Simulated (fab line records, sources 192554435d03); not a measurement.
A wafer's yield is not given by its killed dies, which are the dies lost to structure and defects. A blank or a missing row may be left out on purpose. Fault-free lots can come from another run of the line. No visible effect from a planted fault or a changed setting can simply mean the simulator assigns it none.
Chamber matching / flow n5Finfet / rieDiel-06 running N5_MOL_CONTACT_COAG_CONTACT_ETCH_14: 3 sister chambers
The step etches SiO2 in C4F6/O2, target depth 27.5 nm, overetch 8.5 nm, time 20 s. 3 wafers are shown with their chamber, then 7 later ones without.

== WAFERS, EACH WITH ITS CHAMBER ==
wafer=L083.4; chamber=2; showerheadPlenumPTorr (Torr)=2.78
wafer=L088.1; chamber=3; showerheadPlenumPTorr (Torr)=2.85
wafer=L088.2; chamber=0; showerheadPlenumPTorr (Torr)=2.93

== WAFERS MISSING THEIR CHAMBER ==
wafer=L088.4; showerheadPlenumPTorr (Torr)=2.85
wafer=L089.1; showerheadPlenumPTorr (Torr)=2.77
wafer=L089.4; showerheadPlenumPTorr (Torr)=2.93
wafer=L089.6; showerheadPlenumPTorr (Torr)=2.77
wafer=L092.2; showerheadPlenumPTorr (Torr)=2.77
wafer=L092.4; showerheadPlenumPTorr (Torr)=2.77
wafer=L092.6; showerheadPlenumPTorr (Torr)=2.77

== WHICH CHAMBER EACH WENT THROUGH ==
wafer=L088.4; from the rows above=3; in truth=3
wafer=L089.1; from the rows above=2; in truth=2
wafer=L089.4; from the rows above=0; in truth=0
wafer=L089.6; from the rows above=2; in truth=2
wafer=L092.2; from the rows above=2; in truth=2
wafer=L092.4; from the rows above=2; in truth=2
wafer=L092.6; from the rows above=2; in truth=2
Correctly placed: 7 of 7. Can't be placed from these rows: 0. 0 placed wrongly.
How it was worked out, from the rows above alone: a wafer's distance from a chamber is the root of the sum, over the readings, of the square of ((its reading less the chamber's mean) divided by the reading's scatter). If the next closest chamber is less than 2 further off than the closest, the wafer can't be placed; otherwise it belongs to the closest. A chamber's mean is the mean of its shown wafers. The scatter (one wafer shown for each chamber): square how far every hidden wafer sits from the nearest shown wafer, average those squares and take the square root.
